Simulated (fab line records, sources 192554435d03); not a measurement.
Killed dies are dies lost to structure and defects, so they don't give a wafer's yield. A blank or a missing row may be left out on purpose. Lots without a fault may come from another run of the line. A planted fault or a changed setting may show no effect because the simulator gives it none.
One fault seen from 2 desks | flow n5_finfet | each desk has only its own numbers; what lay behind them comes last

THE DEFECT DESK
What the inspections along the route counted, lot by lot: means of the sampled wafers that have a number. A lot is out of limits, marked OUT, if its mean lies more than 4 standard deviations from the usual mean; the brackets give that distance.
Columns: A = raw_defect_count at N5_HKMG_FIN_INSPECT_28, usual 35
lot  | first seen here | A
L742 | day 6 11:46     | 37
L752 | day 9 01:50     | 64
L753 | day 9 05:26     | 42
L754 | day 9 12:49     | 22
L755 | day 9 19:31     | 51
This desk's finding: nothing out of limits on any of the 5 lots.

THE TOOL OWNER'S DESK: rie_metal-03
The tool's own readings at N5_GATE_CUT_ETCH_56 (etches TiN in Cl2/Ar, target depth 21.6 nm): means of the sampled wafers that have a number, for each lot that ran on this tool. A lot is out of limits, marked OUT, if its mean lies more than 4 standard deviations from the usual mean; the brackets give that distance.
Columns: A = drypump_motor_current_A at N5_GATE_CUT_ETCH_56, usual 5.8 A; B = oes_product_au at N5_GATE_CUT_ETCH_56, usual 0.71 a.u.; C = rf_fwd_power_W at N5_GATE_CUT_ETCH_56, usual 596.0 W; D = throttle_valve_pct at N5_GATE_CUT_ETCH_56, usual 20.84 %
lot  | first seen here | A   | B    | C               | D
L742 | day 6 11:57     | 5.6 | 0.73 | 690.0 (+52) OUT | 20.65
L754 | day 9 12:58     | 5.6 | 0.66 | 595.5           | 20.80
This desk's finding: out of limits on L742; first on L742, day 6 11:57 (rf_fwd_power_W at N5_GATE_CUT_ETCH_56). In limits: L754.

PUT TOGETHER
The tool owner's desk could have raised an alarm at day 6 11:57, on L742.
The defect desk saw nothing out of limits.
The defect desk has L742 on record, within its limits.
Of the lots named, all ran N5_GATE_CUT_ETCH_56 on rie_metal-03.

WHAT THE SIMULATOR HAD PUT IN
Process parameter drift: rie_metal-03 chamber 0, from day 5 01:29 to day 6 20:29, at N5_GATE_CUT_ETCH_56. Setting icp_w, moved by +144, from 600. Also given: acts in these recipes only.
Lots struck among those shown: L742.
Hours from the fault's start to each desk's first reading out of limits: the tool owner's desk, 34.
